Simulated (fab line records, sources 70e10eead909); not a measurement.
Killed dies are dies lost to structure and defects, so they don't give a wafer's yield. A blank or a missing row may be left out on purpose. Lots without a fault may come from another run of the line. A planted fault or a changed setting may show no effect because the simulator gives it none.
Which tool did it? | flow nand_harc | 24 lots, 72 wafers sampled, at 6 steps of a route of 1159

WHAT THE GAUGES READ, wafer by wafer
The record holds no reading of a measuring or inspecting step that can be judged against a usual standard deviation.

WHICH TOOL RAN EACH LOT (tool, then ch and the chambers of the sampled wafers, then the start)
lot  | NHARC_A_STAIRCASE_DEP_259       | NHARC_A_STAIRCASE_ETCH_452                    | NHARC_A_STAIRCASE_ETCH_313         | NHARC_A_STAIRCASE_DEP_417       | NHARC_A_WL_FILL_ETCHBACK_04       | NHARC_A_CONTACT_ETCH_119
L074 | pecvd-01 ch 0,1,2, day 11 22:13 | rie_diel-08 ch 0,2,3, day 12 04:32 or earlier | rie_diel-01 ch 0,2,3, day 12 04:32 | pecvd-04 ch 0,1,2, day 12 08:49 | rie_metal-03 ch 0,1, day 15 09:59 | har_cap_etch-02 ch 0,1, day 16 17:28
L075 | pecvd-04 ch 0,1,2, day 11 23:46 | rie_diel-01 ch 0,1,2, day 12 07:00 or earlier | rie_diel-01 ch 0,1,2, day 12 07:00 | pecvd-01 ch 1,2, day 12 11:09   | rie_metal-01 ch 0,1, day 15 08:34 | har_cap_etch-01 ch 0,1, day 16 16:25
L078 | pecvd-03 ch 0,1,2, day 12 07:28 | rie_diel-01 ch 2,3, day 12 14:38 or earlier   | rie_diel-01 ch 1,2, day 12 14:38   | pecvd-03 ch 1,2, day 12 18:53   | rie_metal-02 ch 0,1, day 15 15:19 | har_cap_etch-01 ch 0,1, day 16 21:35
L077 | pecvd-03 ch 1,2, day 12 08:41   | rie_diel-08 ch 0,1,2, day 12 16:37 or earlier | rie_diel-02 ch 0,2,3, day 12 16:37 | pecvd-01 ch 0,1,2, day 12 20:41 | rie_metal-01 ch 0,1, day 15 15:46 | har_cap_etch-03 ch 0,1, day 16 20:49
L076 | pecvd-01 ch 0,1, day 12 13:59   | rie_diel-02 ch 0,3, day 12 20:07 or earlier   | rie_diel-02 ch 2,3, day 12 20:07   | pecvd-03 ch 1,2, day 13 00:39   | rie_metal-02 ch 0,1, day 16 05:04 | har_cap_etch-02 ch 0,1, day 17 17:08
L079 | pecvd-04 ch 0,2, day 12 17:22   | rie_diel-02 ch 0,1,2, day 12 23:53 or earlier | rie_diel-08 ch 1,3, day 12 23:53   | pecvd-01 ch 1,2, day 13 04:33   | rie_metal-03 ch 1, day 16 04:50   | har_cap_etch-01 ch 0,1, day 17 16:37
L081 | pecvd-01 ch 0,2, day 13 10:38   | rie_diel-08 ch 1,3, day 13 18:57 or earlier   | rie_diel-02 ch 2,3, day 13 18:57   | pecvd-04 ch 1,2, day 14 00:01   | rie_metal-03 ch 0,1, day 16 22:40 | har_cap_etch-03 ch 0,1, day 18 03:19
L080 | pecvd-04 ch 0,2, day 13 17:49   | rie_diel-01 ch 0,1, day 14 01:03 or earlier   | rie_diel-02 ch 1,2, day 14 01:03   | pecvd-04 ch 0,1,2, day 14 05:55 | rie_metal-03 ch 0,1, day 17 04:22 | har_cap_etch-03 ch 0,1, day 18 08:36
L084 | pecvd-01 ch 0,1,2, day 13 19:58 | rie_diel-01 ch 0,2,3, day 14 02:41 or earlier | rie_diel-01 ch 0,3, day 14 02:41   | pecvd-01 ch 0,1,2, day 14 08:48 | rie_metal-03 ch 0,1, day 17 01:36 | har_cap_etch-02 ch 0,1, day 18 03:11
L083 | pecvd-04 ch 0,1,2, day 13 21:23 | rie_diel-02 ch 1,2,3, day 14 03:52 or earlier | rie_diel-08 ch 0,1,2, day 14 03:52 | pecvd-01 ch 1,2, day 14 09:52   | rie_metal-01 ch 0,1, day 17 13:20 | har_cap_etch-01 ch 0,1, day 18 18:30
L082 | pecvd-03 ch 0,1,2, day 13 21:41 | rie_diel-01 ch 1,2,3, day 14 06:43 or earlier | rie_diel-02 ch 1,2,3, day 14 06:43 | pecvd-01 ch 0,1, day 14 11:16   | rie_metal-03 ch 0,1, day 17 12:20 | har_cap_etch-03 ch 0,1, day 18 20:04
L088 | pecvd-04 ch 0, day 14 19:17     | rie_diel-08 ch 2,3, day 15 03:41 or earlier   | rie_diel-01 ch 0,1, day 15 03:41   | pecvd-04 ch 0,2, day 15 07:53   | rie_metal-01 ch 0,1, day 18 04:46 | har_cap_etch-01 ch 0,1, day 19 08:59
L087 | pecvd-01 ch 0,1, day 14 22:05   | rie_diel-01 ch 1,3, day 15 05:52 or earlier   | rie_diel-08 ch 0,2,3, day 15 05:52 | pecvd-04 ch 0,1,2, day 15 10:19 | rie_metal-03 ch 0,1, day 18 04:01 | har_cap_etch-03 ch 1, day 19 09:29
L085 | pecvd-03 ch 0,1,2, day 15 04:07 | rie_diel-01 ch 1,2,3, day 15 12:30 or earlier | rie_diel-08 ch 0,2,3, day 15 12:30 | pecvd-01 ch 0,1, day 15 17:06   | rie_metal-01 ch 0,1, day 18 17:02 | har_cap_etch-01 ch 0,1, day 19 23:08
L086 | pecvd-01 ch 0,1, day 15 04:34   | rie_diel-01 ch 2,3, day 15 14:09 or earlier   | rie_diel-01 ch 0,2,3, day 15 14:09 | pecvd-03 ch 1,2, day 15 18:28   | rie_metal-02 ch 0,1, day 18 17:26 | har_cap_etch-02 ch 0,1, day 19 22:25
L090 | pecvd-03 ch 1,2, day 15 14:20   | rie_diel-02 ch 0,1, day 15 22:09 or earlier   | rie_diel-01 ch 1,3, day 15 22:09   | pecvd-03 ch 0,1,2, day 16 02:40 | rie_metal-01 ch 1, day 19 04:44   | har_cap_etch-02 ch 0,1, day 20 09:39
L089 | pecvd-01 ch 0,2, day 15 16:04   | rie_diel-02 ch 0,2,3, day 15 23:49 or earlier | rie_diel-01 ch 0,2,3, day 15 23:49 | pecvd-04 ch 1,2, day 16 03:59   | rie_metal-02 ch 0,1, day 19 09:46 | har_cap_etch-03 ch 0,1, day 20 20:55
L092 | pecvd-01 ch 0,1,2, day 15 19:08 | rie_diel-01 ch 1,2,3, day 16 01:41 or earlier | rie_diel-01 ch 1,2,3, day 16 01:41 | pecvd-03 ch 1,2, day 16 05:44   | rie_metal-02 ch 0,1, day 19 07:31 | har_cap_etch-02 ch 0,1, day 20 15:02
L091 | pecvd-04 ch 0,1,2, day 15 19:47 | rie_diel-02 ch 0,1,3, day 16 02:37 or earlier | rie_diel-08 ch 0,1,3, day 16 02:37 | pecvd-01 ch 0,1,2, day 16 07:06 | rie_metal-02 ch 0,1, day 19 05:24 | har_cap_etch-03 ch 0,1, day 20 09:56
L094 | pecvd-04 ch 0,1,2, day 16 12:38 | rie_diel-01 ch 0,3, day 16 18:50 or earlier   | rie_diel-01 ch 0,1,3, day 16 18:50 | pecvd-01 ch 0,2, day 16 23:22   | rie_metal-03 ch 0,1, day 20 07:05 | har_cap_etch-03 ch 0,1, day 21 12:14
L095 | pecvd-04 ch 0,1,2, day 16 14:32 | rie_diel-01 ch 0,1,3, day 16 21:23 or earlier | rie_diel-08 ch 1,2,3, day 16 21:23 | pecvd-03 ch 0,1, day 17 02:03   | rie_metal-01 ch 0,1, day 20 04:20 | har_cap_etch-02 ch 0,1, day 21 16:23
L093 | pecvd-04 ch 0,1, day 16 15:17   | rie_diel-08 ch 0,1,2, day 16 21:34 or earlier | rie_diel-02 ch 0,2,3, day 16 21:34 | pecvd-01 ch 0,1, day 17 01:53   | rie_metal-01 ch 0,1, day 20 09:54 | har_cap_etch-02 ch 0,1, day 21 21:38
L096 | pecvd-01 ch 0,1,2, day 16 16:01 | rie_diel-01 ch 0,2, day 16 23:08 or earlier   | rie_diel-02 ch 0,1,2, day 16 23:08 | pecvd-03 ch 0,1, day 17 03:44   | rie_metal-02 ch 0,1, day 20 08:31 | har_cap_etch-03 ch 0,1, day 21 21:10
L097 | pecvd-04 ch 0,2, day 17 05:30   | rie_diel-08 ch 0,1,2, day 17 12:16 or earlier | rie_diel-08 ch 0,1,3, day 17 12:16 | pecvd-04 ch 1,2, day 17 17:49   | rie_metal-02 ch 0,1, day 20 23:30 | har_cap_etch-01 ch 0,1, day 22 05:25
- NHARC_A_STAIRCASE_DEP_259: deposits SiON, target thk 30 nm.
- NHARC_A_STAIRCASE_ETCH_452: etches the open film in CF4/O2, target depth 30 nm, overetch 3 nm, time 16.5 s.
- NHARC_A_STAIRCASE_ETCH_313: etches the open film in CF4/CHF3.
- NHARC_A_STAIRCASE_DEP_417: deposits Si3N4, target thk 60 nm.
- NHARC_A_WL_FILL_ETCHBACK_04: etches the open film in NF3, target depth 60 nm, time 120 s.
- NHARC_A_CONTACT_ETCH_119: etches the open film in C4F8/O2/Ar, time 94 s, target depth 922 nm.

WHAT THE TOOLS THEMSELVES READ (means of the sampled wafers that have a number; where no wafer has one, the mark that the record gives instead)
NHARC_A_STAIRCASE_DEP_259.
lot  | tool     | heater_power_w (W)
L074 | pecvd-01 | 692
L075 | pecvd-04 | 643
L078 | pecvd-03 | 702
L077 | pecvd-03 | 821
L076 | pecvd-01 | 729
L079 | pecvd-04 | 714
L081 | pecvd-01 | 716
L080 | pecvd-04 | 758
L084 | pecvd-01 | 694
L083 | pecvd-04 | 700
L082 | pecvd-03 | 738
L088 | pecvd-04 | 731
L087 | pecvd-01 | 667
L085 | pecvd-03 | 730
L086 | pecvd-01 | 770
L090 | pecvd-03 | 819
L089 | pecvd-01 | 755
L092 | pecvd-01 | 703
L091 | pecvd-04 | 654
L094 | pecvd-04 | 646
L095 | pecvd-04 | 653
L093 | pecvd-04 | 620
L096 | pecvd-01 | 743
L097 | pecvd-04 | 735

NHARC_A_STAIRCASE_ETCH_452.
lot  | tool        | drypump_motor_current_A (A) | oes_product_au (a.u.) | rf_vpp_V (V) | showerhead_plenum_p_Torr (Torr) | throttle_valve_pct (%)
L074 | rie_diel-08 | 5.8                         | 0.987                 | 197.9        | 1.34                            | 13.387
L075 | rie_diel-01 | 6.1                         | 0.986                 | 198.1        | 1.33                            | 13.398
L078 | rie_diel-01 | 5.8                         | 0.992                 | 197.2        | 1.30                            | 13.393
L077 | rie_diel-08 | 5.7                         | 0.994                 | 197.0        | 1.31                            | 13.407
L076 | rie_diel-02 | 5.4                         | 1.011                 | 198.5        | 1.34                            | 13.412
L079 | rie_diel-02 | 5.6                         | 1.001                 | 197.0        | 1.33                            | 13.389
L081 | rie_diel-08 | 5.1                         | 0.997                 | 197.2        | 1.32                            | 13.392
L080 | rie_diel-01 | 6.3                         | 0.982                 | 197.9        | 1.32                            | 13.403
L084 | rie_diel-01 | 6.0                         | 0.995                 | 196.9        | 1.29                            | 13.402
L083 | rie_diel-02 | 6.0                         | 0.997                 | 197.7        | 1.33                            | 13.388
L082 | rie_diel-01 | 5.7                         | 1.010                 | 197.4        | 1.31                            | 13.394
L088 | rie_diel-08 | 5.7                         | 1.008                 | 198.6        | 1.37                            | 13.404
L087 | rie_diel-01 | 5.6                         | 1.001                 | 197.8        | 1.33                            | 13.386
L085 | rie_diel-01 | 5.7                         | 0.978                 | 197.4        | 1.31                            | 13.398
L086 | rie_diel-01 | 5.8                         | 0.992                 | 197.3        | 1.29                            | 13.401
L090 | rie_diel-02 | 5.3                         | 0.997                 | 197.6        | 1.35                            | 13.393
L089 | rie_diel-02 | 5.7                         | 0.996                 | 197.3        | 1.31                            | 13.395
L092 | rie_diel-01 | 5.7                         | 0.992                 | 197.2        | 1.31                            | 13.393
L091 | rie_diel-02 | 5.7                         | 0.998                 | 198.4        | 1.35                            | 13.393
L094 | rie_diel-01 | 5.9                         | 0.995                 | 196.6        | 1.27                            | 13.400
L095 | rie_diel-01 | 5.9                         | 1.008                 | 197.8        | 1.30                            | 13.396
L093 | rie_diel-08 | 5.7                         | 0.998                 | 197.1        | 1.31                            | 13.406
L096 | rie_diel-01 | 6.4                         | 0.996                 | 197.3        | 1.30                            | 13.399
L097 | rie_diel-08 | 5.7                         | 0.997                 | 197.5        | 1.30                            | 13.399

NHARC_A_STAIRCASE_ETCH_313.
lot  | tool        | chf3_flow_sccm (sccm) | drypump_motor_current_A (A) | oes_product_au (a.u.) | rf_vpp_V (V) | showerhead_plenum_p_Torr (Torr) | throttle_valve_pct (%)
L074 | rie_diel-01 | 30.03                 | 6.0                         | 0.953                 | 368.8        | 1.53                            | 16.797
L075 | rie_diel-01 | 29.98                 | 6.1                         | 0.919                 | 370.7        | 1.57                            | 16.802
L078 | rie_diel-01 | 30.04                 | 5.8                         | 0.929                 | 370.8        | 1.60                            | 16.799
L077 | rie_diel-02 | 29.95                 | 5.7                         | 0.981                 | 369.6        | 1.56                            | 16.819
L076 | rie_diel-02 | 30.09                 | 6.0                         | 0.930                 | 370.4        | 1.56                            | 16.799
L079 | rie_diel-08 | 30.09                 | 5.2                         | 0.911                 | 370.6        | 1.59                            | 16.811
L081 | rie_diel-02 | 30.02                 | 6.0                         | 0.970                 | 369.3        | 1.55                            | 16.799
L080 | rie_diel-02 | 29.96                 | 5.9                         | 0.921                 | 369.5        | 1.55                            | 16.801
L084 | rie_diel-01 | 29.99                 | 6.2                         | 0.912                 | 368.5        | 1.51                            | 16.804
L083 | rie_diel-08 | 30.09                 | 5.7                         | 0.943                 | 369.2        | 1.55                            | 16.792
L082 | rie_diel-02 | 29.87                 | 6.0                         | 0.947                 | 370.1        | 1.57                            | 16.804
L088 | rie_diel-01 | 30.11                 | 6.3                         | 0.974                 | 369.7        | 1.56                            | 16.802
L087 | rie_diel-08 | 29.96                 | 5.8                         | 0.925                 | 370.5        | 1.57                            | 16.800
L085 | rie_diel-08 | 29.88                 | 5.8                         | 0.938                 | 371.3        | 1.57                            | 16.798
L086 | rie_diel-01 | 30.03                 | 6.0                         | 0.915                 | 367.9        | 1.52                            | 16.805
L090 | rie_diel-01 | 30.04                 | 5.6                         | 0.918                 | 368.7        | 1.52                            | 16.798
L089 | rie_diel-01 | 29.89                 | 6.0                         | 0.912                 | 368.6        | 1.52                            | 16.802
L092 | rie_diel-01 | 30.07                 | 5.7                         | 0.921                 | 369.7        | 1.55                            | 16.808
L091 | rie_diel-08 | 29.98                 | 5.5                         | 0.918                 | 370.5        | 1.54                            | 16.809
L094 | rie_diel-01 | 29.95                 | 5.9                         | 0.924                 | 369.6        | 1.54                            | 16.801
L095 | rie_diel-08 | 29.93                 | 5.4                         | 0.930                 | 371.6        | 1.58                            | 16.801
L093 | rie_diel-02 | 30.05                 | 5.7                         | 0.914                 | 370.1        | 1.55                            | 16.805
L096 | rie_diel-02 | 29.96                 | 5.7                         | 0.963                 | 370.0        | 1.56                            | 16.815
L097 | rie_diel-08 | 29.93                 | 5.5                         | 0.922                 | 369.5        | 1.53                            | 16.797

NHARC_A_STAIRCASE_DEP_417.
lot  | tool     | heater_power_w (W)
L074 | pecvd-04 | 609
L075 | pecvd-01 | 625
L078 | pecvd-03 | 778
L077 | pecvd-01 | 669
L076 | pecvd-03 | 804
L079 | pecvd-01 | 618
L081 | pecvd-04 | 610
L080 | pecvd-04 | 603
L084 | pecvd-01 | 640
L083 | pecvd-01 | 648
L082 | pecvd-01 | 685
L088 | pecvd-04 | 659
L087 | pecvd-04 | 657
L085 | pecvd-01 | 736
L086 | pecvd-03 | 743
L090 | pecvd-03 | 692
L089 | pecvd-04 | 589
L092 | pecvd-03 | 749
L091 | pecvd-01 | 684
L094 | pecvd-01 | 773
L095 | pecvd-03 | 623
L093 | pecvd-01 | 639
L096 | pecvd-03 | 712
L097 | pecvd-04 | 708

NHARC_A_WL_FILL_ETCHBACK_04.
lot  | tool         | drypump_motor_current_A (A) | oes_product_au (a.u.)
L074 | rie_metal-03 | 5.4                         | 0.983
L075 | rie_metal-01 | 5.7                         | 1.003
L078 | rie_metal-02 | 4.9                         | 0.988
L077 | rie_metal-01 | 5.7                         | 1.002
L076 | rie_metal-02 | 4.9                         | 1.008
L079 | rie_metal-03 | 5.5                         | 0.981
L081 | rie_metal-03 | 5.3                         | 0.988
L080 | rie_metal-03 | 5.2                         | 0.990
L084 | rie_metal-03 | 5.3                         | 0.980
L083 | rie_metal-01 | 5.8                         | 0.993
L082 | rie_metal-03 | 5.4                         | 0.987
L088 | rie_metal-01 | 5.6                         | 1.002
L087 | rie_metal-03 | 5.4                         | 0.996
L085 | rie_metal-01 | 5.7                         | 1.000
L086 | rie_metal-02 | 4.8                         | 0.993
L090 | rie_metal-01 | 5.5                         | 0.999
L089 | rie_metal-02 | 4.8                         | 0.997
L092 | rie_metal-02 | 4.9                         | 0.995
L091 | rie_metal-02 | 4.9                         | 0.997
L094 | rie_metal-03 | 5.3                         | 0.967
L095 | rie_metal-01 | 5.8                         | 0.996
L093 | rie_metal-01 | 5.6                         | 1.004
L096 | rie_metal-02 | 4.9                         | 1.002
L097 | rie_metal-02 | 4.9                         | 1.006

THE ANSWER, worked out from the rows above alone
Rule: what is usual is taken from the lots themselves. Put in order of their means at a reading, lots are off if they are a third of the lots or fewer, leave a main group of 4 or more, and stand apart from it by a gap of 3 or more times the standard deviation of the main group's means; of several such gaps the widest counts. A main group whose means are all the same, to the digits that the tables above print for the reading, isn't used. A lot without any number at a reading at which 4 lots or more have one is off too. The other lots that the step has rows for count as sound. The gauges are gone through in route order, then the tools' own readings, and for those a lot's mean is taken as printed above. The first step at which some lot is off is used, and at that step the reading that is off furthest; a lot without a number counts as furthest.
No lot is off at any reading shown: from this, nothing can be told.

WHAT THE SIMULATOR HAD PUT IN
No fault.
